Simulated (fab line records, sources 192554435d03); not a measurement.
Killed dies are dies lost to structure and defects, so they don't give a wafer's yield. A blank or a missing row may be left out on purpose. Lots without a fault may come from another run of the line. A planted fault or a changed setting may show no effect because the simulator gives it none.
Chamber matching | flow n5_finfet | N5_BEOL_M15_STRIP_36 on rie_diel-03: 4 sister chambers
The step strips in O2. 8 wafers are shown with their chamber, then 12 later ones without.

WAFERS WITH THEIR CHAMBER
wafer  | chamber | drypump_motor_current_A (A) | showerhead_plenum_p_Torr (Torr)
L089.2 | 1       | 5.26                        | 2.20
L089.3 | 3       | 5.15                        | 2.12
L090.2 | 1       | 5.29                        | 2.20
L090.3 | 0       | 5.92                        | 2.06
L090.4 | 2       | 5.24                        | 2.06
L095.2 | 3       | 5.13                        | 2.11
L095.3 | 0       | 5.95                        | 2.06
L095.6 | 2       | 5.24                        | 2.06

WAFERS WITHOUT THEIR CHAMBER
wafer  | drypump_motor_current_A (A) | showerhead_plenum_p_Torr (Torr)
L093.1 | 5.14                        | 2.11
L093.3 | 5.28                        | 2.06
L093.5 | 5.14                        | 2.11
L096.1 | 5.12                        | 2.11
L096.2 | 5.29                        | 2.20
L096.3 | 5.92                        | 2.06
L096.4 | 5.24                        | 2.05
L096.5 | 5.93                        | 2.06
L096.6 | 5.17                        | 2.11
L097.3 | 5.13                        | 2.11
L097.5 | 5.26                        | 2.20
L097.6 | 5.29                        | 2.05

WHICH CHAMBER EACH WENT THROUGH
wafer  | from the rows above | in truth
L093.1 | 3                   | 3
L093.3 | 2                   | 2
L093.5 | 3                   | 3
L096.1 | 3                   | 3
L096.2 | 1                   | 1
L096.3 | 0                   | 0
L096.4 | 2                   | 2
L096.5 | 0                   | 0
L096.6 | 3                   | 3
L097.3 | 3                   | 3
L097.5 | 1                   | 1
L097.6 | 2                   | 2
Placed correctly: 12 of 12. Can't be placed from these rows: 0. Placed wrongly: 0.
How it was worked out, from the rows above alone: a wafer's distance from a chamber is the root of the sum, over the readings, of the square of ((its reading less the chamber's mean) divided by the reading's scatter). The wafer belongs to the nearest chamber; if the next one is less than 2 further off, it can't be placed. A chamber's mean is the mean of its shown wafers. The scatter: the root of (the sum of the squares of (reading less its chamber's mean) over the shown wafers, divided by (wafers less chambers)).
